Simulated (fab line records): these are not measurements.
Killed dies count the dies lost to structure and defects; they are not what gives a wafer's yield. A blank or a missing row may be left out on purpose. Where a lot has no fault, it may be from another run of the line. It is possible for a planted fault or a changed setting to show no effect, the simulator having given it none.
fab line records | flow n5_finfet
[record] lots = 15 wafers = 42 last_day = 18
route steps=1938 shown BEOL_M1@818 BEOL_M2@859 BEOL_M4@1111
lots that met no fault: taken from a fault-free run of the same line
start_h: start of the lot's first displayed wafer, in hours after the record's first day | wait_h: hours from the lot's prior step to this one | " as in the row above | L1.1+2: a row that stands for several wafers | - no value, or no start given | * or withheld: withheld | < > ~ a bound
route shown NAME@n: names a module that has steps shown in the file, with the first one's number in the route | usual: mean/standard deviation taken from wafers without a fault | same: alike in all rows | chamber/n: place in a boat | sites: per-site readings | _std_site: their standard deviation | _edge_site: the outer-site mean with the inner-site mean subtracted | radius_mm: how far each site lies from the wafer's centre | mask NAME#n: copy n | behind: the tool/chamber that last shaped the wafer | hold: why the lot went on hold/how many hours it stayed there/how the hold came to an end | device: names the non-switching transistor (n, p or np) | end of line: the tests these same wafers got at the end of their route | a step with no rows: only its recipe | killed: count of dies lost to structure and defects at first sort (not the wafer's yield) | map: a wafer's dies, x killed, . not, _ none there
set.NAME: the setting that was run; set.NAME@STEP: the one run at that earlier step | model.NAME: the simulator's own value behind a step, which no gauge read
the route's steps for a sample of lots (tables are steps, rows are wafers)
services: a tool's chamber out of use, with start hour (start_h, from the record's first day; less than 0 if before it), hours out, and reason
[[steps]]
[step N5_BEOL_M1_SPUTTER_81]
[recipe] material = Cu target_thk_a = 45 temp_c = -20 chamber_pressure_pa = 0.07 power_w = withheld time_s = 8.29
[usual] substrate_temp_c = -20.00/0.1 throttle_valve_pct = 30.5/0.8
// columns lot.wafer tool chamber start_h wait_h substrate_temp_c throttle_valve_pct
L158.3 pvd_sputter-01 - 156.11 0.1 -20.05 30.6
L158.4 " - " " -19.95 29.6
L158.5 " - " " -20.09 30.5
L159.2 pvd_sputter-03 - 160.10 0.1 -20.01 31.8
L159.3 " - " " -20.04 30.7
L159.5 " - " " -20.12 30.6
L162.2 pvd_sputter-01 - 166.20 0.1 -19.94 30.2
L162.3 " - " " -19.90 30.5
L162.6 " - " " -20.22 29.7
L163.2 pvd_sputter-03 - 169.28 0.1 -19.95 30.9
L163.3 " - " " -19.94 30.5
L163.4 " - " " -20.02 30.6
L165.5 pvd_sputter-02 - 172.80 0.0 -19.91 30.6
L165.6 " - " " -19.94 29.2
L166.1 pvd_sputter-03 - 173.74 0.1 -20.15 32.0
L166.2 " - " " -20.08 30.6
L166.6 " - " " -20.02 32.0
L167.4 pvd_sputter-03 - 184.78 0.1 -19.95 31.8
L167.5 " - " " -20.03 31.5
L167.6 " - " " -19.78 30.6
L169.1 pvd_sputter-01 - 207.99 0.1 -20.01 29.7
L169.4 " - " " -20.17 30.3
L169.5 " - " " -19.90 29.6
L170.1 pvd_sputter-01 - 219.35 0.1 -20.11 29.7
L170.4 " - " " -20.18 30.2
L170.6 " - " " -20.11 29.9
L175.1 pvd_sputter-03 - 231.91 0.1 -20.08 31.9
L175.3 " - " " -19.87 30.6
L175.6 " - " " -20.03 30.4
L177.4 pvd_sputter-01 - 244.38 0.1 -19.90 29.7
L177.6 " - " " -20.02 30.5
L178.2 pvd_sputter-02 - 256.27 0.1 -19.92 30.6
L178.3 " - " " -20.01 31.7
L178.6 " - " " -19.86 30.9
L179.2 pvd_sputter-01 - 267.83 0.1 -19.94 30.4
L179.4 " - " " -19.98 30.3
L179.5 " - " " -20.04 30.1
L181.2 pvd_sputter-01 - 275.76 0.1 -20.02 30.6
L181.3 " - " " -19.84 30.3
L181.5 " - " " -20.00 29.8
L180.4 pvd_sputter-03 - 283.26 0.1 -20.00 31.6
L180.6 " - " " -19.81 30.6
[step N5_BEOL_M1_ANNEAL_51]
[recipe] temp_c = 225 time_s = 90 ambient = N2
[usual] anneal_temp_c_max = 225.96/0.25 wafer_temp_C_max = 226.6/0.68
// columns lot.wafer tool chamber start_h wait_h anneal_temp_c_max wafer_temp_C_max
L158.3 rtp_anneal-01 0 157.71 0.1 226.14 227.3
L158.4 " 0 " " 226.04 226.9
L158.5 " 0 " " 226.05 227.6
L159.2 rtp_anneal-01 0 161.66 0.1 226.28 226.3
L159.3 " 0 " " 226.11 226.7
L159.5 " 0 " " 225.89 226.8
L162.2 rtp_anneal-01 0 167.79 0.1 226.63 226.7
L162.3 " 0 " " 226.21 226.7
L162.6 " 0 " " 226.17 227.2
L163.2 rtp_anneal-01 0 170.84 0.1 225.94 227.0
L163.3 " 0 " " 225.90 227.0
L163.4 " 0 " " 225.62 226.8
L165.5 rtp_anneal-01 0 174.46 0.2 225.88 226.6
L165.6 " 0 " " 226.31 226.7
L166.1 rtp_anneal-01 0 175.26 0.1 226.40 227.3
L166.2 " 0 " " 226.05 226.9
L166.6 " 0 " " 225.87 227.2
L167.4 rtp_anneal-02 0 186.43 0.2 225.57 226.4
L167.5 " 0 " " 225.78 225.9
L167.6 " 0 " " 225.44 226.0
L169.1 rtp_anneal-02 0 209.51 0.1 225.87 225.8
L169.4 " 0 " " 225.56 225.8
L169.5 " 0 " " 226.05 225.6
L170.1 rtp_anneal-02 0 220.87 0.1 225.69 225.7
L170.4 " 0 " " 226.14 225.8
L170.6 " 0 " " 225.73 226.1
L175.1 rtp_anneal-01 0 234.18 0.8 225.76 226.7
L175.3 " 0 " " 225.91 226.7
L175.6 " 0 " " 226.18 227.0
L177.4 rtp_anneal-01 0 246.04 0.2 226.06 227.0
L177.6 " 0 " " 225.86 226.8
L178.2 rtp_anneal-01 0 257.83 0.1 225.65 227.2
L178.3 " 0 " " 226.39 227.1
L178.6 " 0 " " 225.77 227.7
L179.2 rtp_anneal-02 0 269.40 0.1 226.40 225.9
L179.4 " 0 " " 226.05 226.0
L179.5 " 0 " " 226.14 225.7
L181.2 rtp_anneal-01 0 277.37 0.2 225.76 226.5
L181.3 " 0 " " 225.90 227.1
L181.5 " 0 " " 225.72 227.0
L180.4 rtp_anneal-01 0 284.91 0.2 225.78 226.9
L180.6 " 0 " " 225.71 227.4
[step N5_BEOL_M1_CMP_52]
[recipe] stop_on = SiOC t_overpolish_s = 6.8 down_force_psi = 1 platen_rpm = 50 clearing_platen_down_force_psi = 1.5 clearing_platen_rpm = 50 post_cmp_clean = cu_alkaline target_thk_nm = 40 clearing_platen_pad_velocity_m_s = 0.99484 pad_velocity_m_s = 0.99484
[usual] barrier_field_endpoint_s = 24.8/0.6 motor_current_A = 5.9/0.46 overpolish_run_s = 6.801/0.0088 slurry_flow_ml_min = 150.0/0.47 time_to_endpoint_s = 62/3
// columns lot.wafer tool chamber start_h wait_h barrier_field_endpoint_s motor_current_A overpolish_run_s slurry_flow_ml_min time_to_endpoint_s
L158.3 cmp-03 3 157.96 0.2 25.1 6.4 6.800 150.0 64
L158.4 " 1 " " 26.0 5.2 6.811 150.4 66
L158.5 " 2 " " 24.8 5.4 6.807 149.4 58
L159.3 cmp-03 1 162.00 0.3 25.7 5.4 6.794 149.8 67
L159.2 " 2 " " 24.6 5.5 6.806 149.8 60
L159.5 " 3 " " 26.1 6.1 6.797 150.1 66
L162.3 cmp-01 1 168.12 0.2 25.0 6.1 6.810 149.9 66
L162.2 " 2 " " 25.4 6.6 6.812 150.1 65
L162.6 " 3 " " 24.7 5.8 6.808 149.0 63
L163.4 cmp-01 0 171.09 0.1 25.5 6.1 6.795 150.7 62
L163.3 " 1 " " 25.5 6.4 6.792 150.0 62
L163.2 " 2 " " 24.9 6.2 6.809 149.9 67
L165.6 cmp-03 1 174.74 0.2 25.6 5.2 6.810 149.9 65
L165.5 " 2 " " 24.4 5.4 6.803 150.4 56
L166.2 cmp-03 3 175.57 0.2 24.5 6.3 6.803 149.7 64
L166.1 " 2 " " 24.2 5.5 6.814 149.7 61
L166.6 " 0 " " 24.9 5.4 6.808 149.7 62
L167.4 cmp-01 1 186.63 0.2 25.3 6.1 6.794 150.2 66
L167.6 " 0 " " 24.9 5.9 6.788 150.1 63
L167.5 " 1 " " 25.8 5.9 6.805 149.9 65
L169.4 cmp-03 0 209.88 0.2 24.2 5.6 6.806 149.7 60
L169.1 " 1 " " 25.3 5.3 6.816 150.4 68
L169.5 " 3 " " 24.9 6.3 6.801 150.1 64
L170.4 cmp-03 3 221.20 0.2 25.3 6.5 6.799 150.1 65
L170.1 " 1 " " 24.4 5.6 6.791 148.9 65
L170.6 " 3 " " 24.9 6.1 6.810 149.9 64
L175.3 cmp-04 0 234.48 0.2 24.2 5.7 6.803 149.3 59
L175.1 " 1 " " 25.1 6.8 6.810 149.9 63
L175.6 " 1 " " 25.0 6.4 6.795 150.1 63
L177.4 cmp-01 3 246.20 0.1 24.7 5.9 6.803 150.1 62
L177.6 " 0 " " 25.3 5.7 6.783 149.9 63
L178.2 cmp-01 0 258.25 0.4 24.5 6.1 6.812 150.4 63
L178.3 " 2 " " 24.9 6.5 6.810 149.6 66
L178.6 " 0 " " 24.4 5.6 6.810 149.7 60
L179.4 cmp-03 2 269.69 0.2 24.1 5.6 6.805 150.4 58
L179.2 " 3 " " 24.6 6.2 6.801 150.4 60
L179.5 " 2 " " 24.6 5.5 6.813 150.3 59
L181.3 cmp-01 2 277.84 0.3 25.3 6.5 6.798 148.4 63
L181.2 " 3 " " 25.0 5.5 6.797 149.6 59
L181.5 " 3 " " 25.0 6.0 6.814 149.6 60
L180.4 cmp-03 0 285.07 0.1 24.4 5.5 6.795 149.8 62
L180.6 " 1 " " 24.6 5.3 6.793 149.5 63
[step N5_BEOL_M2_ETCH_63]
[recipe] chemistry = CF4 target = SiARC target_depth_a = 156 mask_material = CAR-EUV time_s = 26 ion_energy_ev = 80 pressure_mtorr = 40 source_w = 545 bias_w = 36 Ar_flow_sccm = 100 cf4_flow_sccm = 100 ends = cleared
[usual] bias_w = 36.00/0.093 cf4_flow_sccm = 100.1/0.3 drypump_motor_current_A = 5.7/0.41 etch_rf_on_time_s = 25.7/0.45 oes_product_au = 0.69/0.07 rf_vpp_V = 184.1/1.1 showerhead_plenum_p_Torr = 2.15/0.059 throttle_valve_pct = 15.57/0.2
// columns lot.wafer tool chamber start_h wait_h bias_w cf4_flow_sccm drypump_motor_current_A etch_rf_on_time_s oes_product_au rf_hours_counter_h rf_vpp_V showerhead_plenum_p_Torr throttle_valve_pct
L158.3 rie_diel-06 3 160.05 0.0 35.98 100.4 5.1 25.9 0.60 247 183.4 2.20 15.89
L158.4 " 2 " " 36.02 99.8 5.3 25.8 0.75 - 186.8 2.25 15.34
L158.5 " 3 " " 35.82 100.0 5.1 25.9 0.60 - 185.4 2.20 15.92
L159.2 rie_diel-05 3 164.48 0.0 35.96 100.1 6.3 25.6 0.58 240 184.5 2.19 15.83
L159.3 " 1 " " 36.00 99.6 5.9 25.6 0.78 31 183.1 2.08 15.51
L159.5 " 2 " " 35.87 99.9 5.8 25.0 0.76 - 182.4 2.09 15.63
L162.2 rie_diel-06 1 172.88 0.0 35.98 100.2 6.1 26.6 0.61 207 183.6 2.04 15.72
L162.3 " 2 " " 36.01 99.9 5.2 26.1 0.74 48 186.3 2.25 15.34
L162.6 " 1 " " 35.89 99.7 6.2 26.8 0.60 - 182.9 2.04 15.71
L163.2 rie_diel-01 3 173.16 0.0 36.10 100.0 5.6 26.0 0.59 221 185.6 2.21 15.87
L163.3 " 2 " " 36.13 100.6 4.9 25.3 0.80 25 184.6 2.17 15.22
L163.4 " 0 " " 35.94 99.9 5.4 25.1 0.75 63 184.5 2.17 15.43
L165.5 rie_diel-06 0 176.17 0.0 36.01 100.0 5.3 25.7 0.64 - 183.2 2.14 15.78
L165.6 " 2 " " 35.92 99.6 5.3 25.6 0.74 - 184.5 2.25 15.35
L166.1 rie_diel-05 0 178.62 0.0 - - - - - - - - -
L166.2 " 2 " " - - - - - - - - -
L166.6 " 1 " " - - - - - - - - -
L167.4 rie_diel-06 0 188.33 0.0 - - - - - - - - -
L167.5 " 1 " " - - - - - - - - -
L167.6 " 2 " " - - - - - - - - -
L169.1 rie_diel-06 1 213.77 0.0 - - - - - - - - -
L169.4 " 2 " " - - - - - - - - -
L169.5 " 3 " " - - - - - - - - -
L170.1 rie_diel-01 1 223.68 0.0 35.86 99.7 6.1 25.4 0.70 97 184.2 2.16 15.64
L170.4 " 2 " " 35.92 100.5 4.9 25.1 0.78 43 184.5 2.16 15.27
L170.6 " 3 " " 36.09 100.0 5.6 26.3 0.57 - 185.5 2.20 15.88
L175.1 rie_diel-06 1 236.94 0.0 36.07 100.3 6.1 26.6 0.59 232 183.3 2.04 15.76
L175.3 " 2 " " 36.01 100.5 5.3 26.0 0.71 72 186.6 2.24 15.41
L175.6 " 2 " " 36.08 100.4 5.3 26.0 0.71 - 183.7 2.24 15.40
L177.4 rie_diel-05 1 247.74 0.0 36.08 99.6 5.9 25.9 0.74 60 183.8 2.07 15.56
L177.6 " 3 " " 35.97 99.9 6.2 25.7 0.79 - 184.4 2.18 15.39
L178.2 rie_diel-01 2 263.86 0.0 35.93 100.1 4.9 25.3 0.75 57 185.1 2.16 15.30
L178.3 " 1 " " 36.12 100.4 6.1 25.5 0.69 110 184.0 2.16 15.65
L178.6 " 1 " " 35.93 100.1 6.1 25.5 0.69 - 183.7 2.16 15.67
L179.2 rie_diel-01 2 273.59 0.0 35.96 99.8 4.9 25.2 0.76 61 184.5 2.16 15.31
L179.4 " 0 " " 35.81 100.4 5.4 25.7 0.71 - 186.9 2.16 15.48
L179.5 " 1 " " 36.04 100.2 6.1 25.2 0.69 - 186.0 2.16 15.68
L181.2 rie_diel-05 0 280.35 0.0 35.99 99.7 5.7 25.7 0.65 130 183.4 2.15 15.31
L181.3 " 2 " " 36.05 100.1 5.8 25.5 0.71 81 184.2 2.08 15.73
L181.5 " 0 " " 36.07 99.7 5.7 25.7 0.66 - 184.1 2.15 15.31
L180.4 rie_diel-06 0 287.26 0.0 35.94 99.5 5.3 25.6 0.61 198 183.9 2.13 15.88
L180.6 " 2 " " 35.86 100.2 5.3 25.8 0.70 - 184.6 2.24 15.43
[step N5_BEOL_M2_ETCH_64]
[recipe] chemistry = N2/H2 target = SOC target_depth_a = 750 overetch_a = 225 mask_material = SiARC temp_c = 40 time_s = 121.9 ion_energy_ev = 200 pressure_mtorr = 30 source_w = 840 bias_w = 150 n2_flow_sccm = 200 h2_flow_sccm = 200
[usual] bias_w = 150.0/0.44 chamber_pressure_mTorr = 30.001/0.029 drypump_motor_current_A = 5.7/0.41 h2_flow_sccm = 199.9/0.58 oes_product_au = 0.61/0.057 rf_vpp_V = 524.4/2.2 showerhead_plenum_p_Torr = 2.55/0.079 throttle_valve_pct = 17.80/0.18
// columns lot.wafer tool chamber start_h wait_h bias_w chamber_pressure_mTorr drypump_motor_current_A h2_flow_sccm oes_product_au rf_hours_counter_h rf_vpp_V showerhead_plenum_p_Torr throttle_valve_pct
L158.3 rie_diel-06 3 160.08 0.0 150.4 29.993 5.1 200.2 0.53 247 526.0 2.60 17.96
L158.4 " 2 " " 149.6 29.989 5.3 199.4 0.66 - 528.3 2.70 17.61
L158.5 " 3 " " 150.3 29.975 5.1 200.6 0.53 - 524.9 2.60 17.96
L159.2 rie_diel-05 3 164.51 0.0 150.1 29.943 6.3 199.6 0.52 240 524.9 2.63 18.08
L159.3 " 1 " " 150.7 30.029 5.9 200.2 0.68 31 520.9 2.47 17.81
L159.5 " 2 " " 150.5 30.033 5.8 200.0 0.66 - 521.2 2.48 17.82
L162.2 rie_diel-06 1 172.91 0.0 150.2 29.972 6.2 199.4 0.55 207 521.9 2.41 17.93
L162.3 " 2 " " 149.6 30.017 5.3 199.4 0.65 48 529.8 2.69 17.63
L162.6 " 1 " " 150.8 29.962 6.2 199.3 0.54 - 520.7 2.41 17.92
L163.2 rie_diel-01 3 173.19 0.0 149.9 30.007 5.6 199.1 0.52 221 526.9 2.61 18.02
L163.3 " 2 " " 150.0 29.991 4.9 200.7 0.70 25 527.0 2.60 17.58
L163.4 " 0 " " 150.3 29.954 5.4 200.8 0.65 63 523.3 2.56 17.57
L165.5 rie_diel-06 0 176.24 0.1 150.3 29.989 5.3 201.2 0.57 - 525.0 2.56 18.13
L165.6 " 2 " " 149.8 30.014 5.2 199.3 0.65 - 526.3 2.69 17.62
L166.1 rie_diel-05 0 178.65 0.0 150.4 29.961 5.7 200.8 0.30 97 525.3 2.58 17.54
L166.2 " 2 " " 150.2 29.980 5.8 200.6 0.33 49 523.1 2.48 17.77
L166.6 " 1 " " 149.5 30.015 5.9 199.3 0.33 - 521.7 2.47 17.79
L167.4 rie_diel-06 0 188.40 0.1 150.1 30.019 5.4 199.8 0.28 - 525.4 2.55 18.08
L167.5 " 1 " " 150.3 30.000 6.2 200.5 0.27 - 519.6 2.40 17.91
L167.6 " 2 " " 149.9 29.900 5.2 199.4 0.32 - 527.9 2.69 17.59
L169.1 rie_diel-06 1 213.80 0.0 150.3 30.012 6.1 199.9 0.26 223 520.6 2.40 17.91
L169.4 " 2 " " 149.4 29.927 5.3 200.2 0.32 64 528.6 2.69 17.61
L169.5 " 3 " " 150.0 30.002 5.1 199.9 0.35 - 525.5 2.59 17.56
L170.1 rie_diel-01 1 223.71 0.0 150.3 29.954 6.1 200.5 0.62 97 523.9 2.54 17.71
L170.4 " 2 " " 149.1 30.027 4.9 199.4 0.68 43 524.9 2.59 17.63
L170.6 " 3 " " 149.6 30.030 5.6 199.7 0.52 - 526.3 2.61 18.04
L175.1 rie_diel-06 1 236.97 0.0 150.3 30.025 6.1 199.9 0.53 232 520.3 2.40 17.99
L175.3 " 2 " " 150.7 30.042 5.3 200.2 0.63 72 529.0 2.68 17.69
L175.6 " 2 " " 150.0 30.033 5.3 199.5 0.64 - 528.6 2.68 17.67
L177.4 rie_diel-05 1 247.77 0.0 149.3 29.978 5.9 200.3 0.65 60 522.6 2.46 17.86
L177.6 " 3 " " 149.8 29.984 6.2 200.9 0.69 - 526.6 2.62 17.73
L178.2 rie_diel-01 2 263.89 0.0 150.0 29.957 4.9 199.5 0.66 57 526.0 2.59 17.63
L178.3 " 1 " " 150.3 30.004 6.1 199.7 0.61 110 525.4 2.54 17.75
L178.6 " 1 " " 149.8 29.953 6.1 199.8 0.61 - 522.8 2.54 17.76
L179.2 rie_diel-01 2 273.62 0.0 149.9 30.019 4.9 199.3 0.66 61 525.1 2.59 17.65
L179.4 " 0 " " 150.6 30.003 5.4 199.1 0.62 - 525.4 2.55 17.63
L179.5 " 1 " " 149.8 30.052 6.1 200.0 0.61 - 524.5 2.54 17.77
L181.2 rie_diel-05 0 280.38 0.0 150.1 30.030 5.8 200.9 0.58 130 524.5 2.57 17.61
L181.3 " 2 " " 149.5 30.042 5.8 198.6 0.63 81 523.1 2.46 17.88
L181.5 " 0 " " 149.9 30.009 5.8 199.8 0.58 - 525.0 2.57 17.66
L180.4 rie_diel-06 0 287.29 0.0 150.2 29.979 5.3 199.5 0.55 198 522.8 2.54 18.20
L180.6 " 2 " " 150.0 29.977 5.3 200.0 0.61 - 526.9 2.67 17.71
[step N5_BEOL_M2_HM_OPEN_17]
[recipe] chemistry = Cl2/BCl3 target_depth_a = 200 overetch_a = 60 target = TiN mask_material = SOC ion_energy_ev = 150 pressure_mtorr = 10 icp_w = 1000 bias_w = 126 Cl2_flow_sccm = 53.25 bcl3_flow_sccm = 21.75 Ar_flow_sccm = 25
[usual] bcl3_flow_sccm = 21.75/0.064 drypump_motor_current_A = 5.9/0.6 oes_product_au = 0.70/0.087 throttle_valve_pct = 22.04/0.28
// columns lot.wafer tool chamber start_h wait_h bcl3_flow_sccm drypump_motor_current_A oes_product_au rf_hours_counter_h throttle_valve_pct
L158.3 rie_metal-01 0 160.29 0.1 21.78 4.7 0.79 - 22.13
L158.4 " 1 " " 21.70 6.3 0.51 - 21.75
L158.5 " 1 " " 21.71 6.3 0.50 - 21.75
L159.2 rie_metal-03 1 164.68 0.0 21.79 6.4 0.72 20 22.02
L159.3 " 0 " " 21.84 6.4 0.77 - 22.04
L159.5 " 1 " " 21.86 6.4 0.72 - 22.03
L162.2 rie_metal-03 0 173.08 0.0 21.75 6.3 0.77 10 22.03
L162.3 " 1 " " 21.69 6.3 0.72 - 22.03
L162.6 " 1 " " 21.81 6.4 0.72 - 22.07
L163.2 rie_metal-01 0 173.36 0.0 21.74 4.7 0.79 8 22.14
L163.3 " 0 " " 21.91 4.7 0.79 - 22.12
L163.4 " 1 " " 21.67 6.2 0.51 - 21.75
L165.5 rie_metal-03 0 176.42 0.1 21.67 6.3 0.77 - 22.02
L165.6 " 1 " " 21.71 6.4 0.71 - 22.06
L166.1 rie_metal-01 0 178.82 0.0 21.65 4.7 0.34 9 22.79
L166.2 " 1 " " 21.82 6.3 0.23 132 22.38
L166.6 " 0 " " 21.69 4.7 0.34 - 22.78
L167.4 rie_metal-02 1 188.55 0.1 21.78 6.0 0.30 - 23.18
L167.5 " 0 " " 21.78 5.6 0.27 - 22.66
L167.6 " 1 " " 21.79 6.0 0.30 - 23.18
L169.1 rie_metal-03 0 213.97 0.0 21.90 6.3 0.33 14 22.72
L169.4 " 0 " " 21.85 6.3 0.34 - 22.72
L169.5 " 0 " " 21.85 6.3 0.33 - 22.69
L170.1 rie_metal-03 1 223.89 0.0 21.77 6.4 0.72 24 22.04
L170.4 " 1 " " 21.67 6.3 0.71 - 22.05
L170.6 " 0 " " 21.84 6.3 0.76 - 22.04
L175.1 rie_metal-02 0 237.14 0.0 21.84 5.6 0.60 74 22.01
L175.3 " 0 " " 21.60 5.6 0.60 - 22.02
L175.6 " 1 " " 21.69 6.0 0.66 - 22.54
L177.4 rie_metal-02 1 247.97 0.1 21.79 6.0 0.65 - 22.54
L177.6 " 0 " " 21.75 5.6 0.60 - 22.03
L178.2 rie_metal-01 1 264.06 0.0 21.76 6.3 0.80 6 21.36
L178.3 " 0 " " 21.73 4.7 0.75 - 22.13
L178.6 " 1 " " 21.66 6.3 0.80 - 21.37
L179.2 rie_metal-03 1 273.79 0.0 21.73 6.4 0.69 29 22.06
L179.4 " 0 " " 21.79 6.4 0.74 - 22.05
L179.5 " 0 " " 21.79 6.3 0.74 - 22.05
L181.2 rie_metal-02 0 280.55 0.0 21.78 5.6 0.60 77 22.02
L181.3 " 0 " " 21.73 5.6 0.59 - 22.02
L181.5 " 0 " " 21.70 5.6 0.60 - 22.00
L180.4 rie_metal-02 0 287.50 0.1 21.68 5.6 0.60 - 22.01
L180.6 " 1 " " 21.79 6.0 0.65 - 22.56
[step N5_BEOL_M2_CD_MEAS_18]
[recipe] pitch_nm = 36 target_cd_nm = 18
[usual] cd_nm = 18.1/0.39
// columns lot.wafer tool chamber start_h wait_h cd_nm
L158.3 cd_sem-03 - 160.44 0.1 18.0
L158.4 " - " " 18.0
L158.5 " - " " 17.3
L159.2 cd_sem-02 - 164.87 0.1 18.0
L159.3 " - " " 18.2
L159.5 " - " " 18.3
L162.2 cd_sem-03 - 173.28 0.1 18.5
L162.3 " - " " 17.6
L162.6 " - " " 18.5
L163.2 cd_sem-01 - 173.54 0.1 17.5
L163.3 " - " " 17.9
L163.4 " - " " 18.2
L165.5 cd_sem-01 - 176.55 0.0 18.1
L165.6 " - " " 18.0
L166.1 cd_sem-01 - 179.03 0.0 -
L166.2 " - " " -
L166.6 " - " " -
L167.4 cd_sem-01 - 188.78 0.1 -
L167.5 " - " " -
L167.6 " - " " -
L169.1 cd_sem-03 - 214.24 0.0 -
L169.4 " - " " -
L169.5 " - " " -
L170.1 cd_sem-03 - 224.07 0.0 18.3
L170.4 " - " " 18.0
L170.6 " - " " 18.7
L175.1 cd_sem-01 - 237.33 0.0 19.1
L175.3 " - " " 17.6
L175.6 " - " " 17.6
L177.4 cd_sem-02 - 248.13 0.1 18.1
L177.6 " - " " 17.7
L178.2 cd_sem-01 - 264.24 0.1 17.9
L178.3 " - " " 18.7
L178.6 " - " " 18.9
L179.2 cd_sem-02 - 274.07 0.1 17.7
L179.4 " - " " 18.5
L179.5 " - " " 18.1
L181.2 cd_sem-01 - 280.73 0.1 17.8
L181.3 " - " " 18.3
L181.5 " - " " 18.0
L180.4 cd_sem-03 - 287.65 0.0 17.8
L180.6 " - " " 17.5
[step N5_BEOL_M4_RC_MEAS_101]
[usual] DIBL_N = 36.0/1.7 DIBL_P = 36.2/2.3 IOFF_N = 0.16/0.03 IOFF_P = 0.21/0.036 ION_N = 679/11 ION_P = 465/7.1 SS_N = 71.4/0.58 SS_P = 73.3/0.75 VT_N = 249/3.1 VT_P = -251/3.5
// columns lot.wafer tool chamber start_h wait_h DIBL_N[mV/V] DIBL_P[mV/V] IOFF_N[nA/um] IOFF_P[nA/um] ION_N[uA/um] ION_P[uA/um] SS_N[mV/dec] SS_P[mV/dec] VT_N[mV] VT_P[mV]
L159.2 prober-01 0 189.24 0.2 33.9 33.3 0.14 0.19 673 461 71.0 73.1 248 -250
L159.3 " 0 " " 32.7 31.5 0.12 0.17 665 459 70.9 72.2 252 -253
L159.5 " 0 " " 35.4 35.5 0.15 0.21 683 467 70.4 72.8 249 -249
L158.3 prober-02 0 191.02 0.3 35.5 34.9 0.14 0.22 681 465 71.0 73.4 248 -249
L158.4 " 0 " " 38.1 37.4 0.18 0.26 683 468 71.8 73.6 248 -246
L158.5 " 0 " " 38.1 38.4 0.19 0.28 691 471 71.3 73.9 245 -247
L163.2 prober-02 0 206.34 0.2 36.7 36.3 0.16 0.21 684 467 70.8 73.6 249 -251
L163.3 " 0 " " 35.8 34.3 0.14 0.17 684 462 71.0 73.2 252 -254
L163.4 " 0 " " 35.3 34.4 0.14 0.18 674 462 70.6 72.6 251 -250
L162.2 prober-01 0 206.58 0.2 34.5 36.6 0.17 0.26 682 477 70.6 72.9 245 -245
L162.3 " 0 " " 35.3 36.7 0.18 0.25 685 473 71.1 72.7 245 -245
L162.6 " 0 " " 32.5 32.8 0.12 0.18 666 460 70.1 71.6 253 -249
L165.5 prober-01 0 214.48 0.6 34.2 34.3 0.13 0.19 670 454 71.1 73.6 251 -250
L165.6 " 0 " " 36.1 35.9 0.17 0.21 683 465 72.0 73.6 249 -251
L170.1 prober-01 0 251.64 0.2 35.9 35.8 0.15 0.22 681 470 71.1 73.0 249 -252
L170.4 " 0 " " 36.5 36.3 0.14 0.21 679 469 71.9 73.3 252 -250
L170.6 " 0 " " 36.0 35.3 0.14 0.21 677 469 71.3 73.0 253 -247
L175.1 prober-01 0 267.34 0.0 36.2 35.9 0.15 0.17 675 463 70.9 73.1 249 -255
L175.3 " 0 " " 34.1 33.0 0.11 0.14 664 456 71.0 72.5 254 -258
L175.6 " 0 " " 34.0 33.6 0.11 0.15 664 462 70.4 71.6 254 -254
L177.4 prober-02 0 284.02 0.5 36.7 39.3 0.20 0.22 691 467 71.7 73.9 244 -252
L177.6 " 0 " " 34.3 35.5 0.14 0.16 679 456 71.2 72.3 250 -255
L178.2 prober-02 0 306.69 0.2 36.4 37.7 0.16 0.22 681 469 71.8 73.6 249 -251
L178.3 " 0 " " 37.2 38.2 0.18 0.23 680 464 71.8 74.4 249 -252
L178.6 " 0 " " 38.1 39.5 0.20 0.25 699 476 71.8 74.7 245 -249
L179.2 prober-01 0 313.77 0.2 37.9 36.6 0.17 0.21 691 463 71.6 73.4 248 -250
L179.4 " 0 " " 38.5 37.6 0.20 0.24 696 469 71.7 74.8 245 -247
L179.5 " 0 " " 37.8 37.1 0.19 0.22 703 470 71.1 73.7 245 -249
L181.2 prober-01 0 316.38 0.2 37.0 37.6 0.16 0.22 687 469 71.7 73.4 250 -251
L181.3 " 0 " " 36.6 37.2 0.17 0.22 683 462 71.3 73.8 247 -252
L181.5 " 0 " " 38.6 39.7 0.20 0.27 688 470 72.0 74.9 245 -249
L180.4 prober-02 0 321.31 0.5 40.8 43.6 0.28 0.32 701 481 72.3 74.5 241 -247
L180.6 " 0 " " 36.5 37.9 0.16 0.22 672 462 72.2 72.9 253 -250
[[services]]
// columns tool chamber start_h hours kind
pvd_sputter-02 - 140.26 0.6 repair
cmp-01 - 164.60 2.4 repair
rie_diel-06 3 166.60 - clean
rie_diel-06 3 166.60 - consumable_replace:focus_ring
rie_metal-01 1 180.25 2.8 repair
cmp-04 - 185.04 3.2 repair
rie_diel-05 3 194.37 - clean
rie_diel-05 3 194.37 - consumable_replace:focus_ring
rie_diel-05 3 194.37 13.7 scheduled_down
rie_diel-05 3 194.37 13.7 vent_cycle
cmp-03 - 200.43 2.5 repair
cmp-01 - 220.21 6.4 pm
rie_diel-06 3 225.92 16.6 repair
cmp-01 - 231.02 3.8 repair
cmp-03 - 233.02 4.0 pm
cmp-01 - 242.13 4.0 pm
cmp-01 - 257.31 0.7 repair
cmp-04 - 257.55 19.6 repair
rie_diel-01 3 263.49 2.6 repair
rie_diel-01 3 266.36 - clean
rie_diel-01 3 266.36 - consumable_replace:focus_ring
rie_diel-01 3 266.36 24.7 scheduled_down
rie_diel-01 3 266.36 24.7 vent_cycle
rie_metal-02 1 281.50 1.1 repair
[[key]]
[first_sign] step = N5_BEOL_M2_ETCH_63 reading = tool_record direction = missing
[effect] step = N5_BEOL_M2_ETCH_64 reading = oes_product_au direction = down sigmas = 5.4 usual = 0.61 struck = 0.31
[effect] step = N5_BEOL_M2_HM_OPEN_17 reading = oes_product_au direction = down sigmas = 4.6 usual = 0.70 struck = 0.31
[effect] step = N5_BEOL_M2_CD_MEAS_18 reading = cd_nm direction = missing
met_at N5_BEOL_M2_ETCH_63
struck_lots L166,L167,L169
later_rows_left_out L166.1,L166.2,L166.6,L167.4,L167.5,L167.6,L169.1,L169.4,L169.5
sort_left_out L166.1,L166.2,L166.6,L167.4,L167.5,L167.6,L169.1,L169.4,L169.5
not_acting_at N5_BEOL_M1_SPUTTER_81,N5_BEOL_M1_ANNEAL_51,N5_BEOL_M1_CMP_52
onset_between 176.17 178.62
[fault] kind = skipped_step_whole tool = rie_diel-05,rie_diel-06 chamber = - onset_h = 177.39 steps = N5_BEOL_M2_ETCH_63 scope = struck_lots_only
// sort_left_out: the simulated sort isn't trusted on such a fault, so these wafers' sort isn't shown, and their yield isn't known
// later_rows_left_out: the simulator's readings of these wafers behind a module that went badly wrong aren't trusted and aren't shown, but for the sort
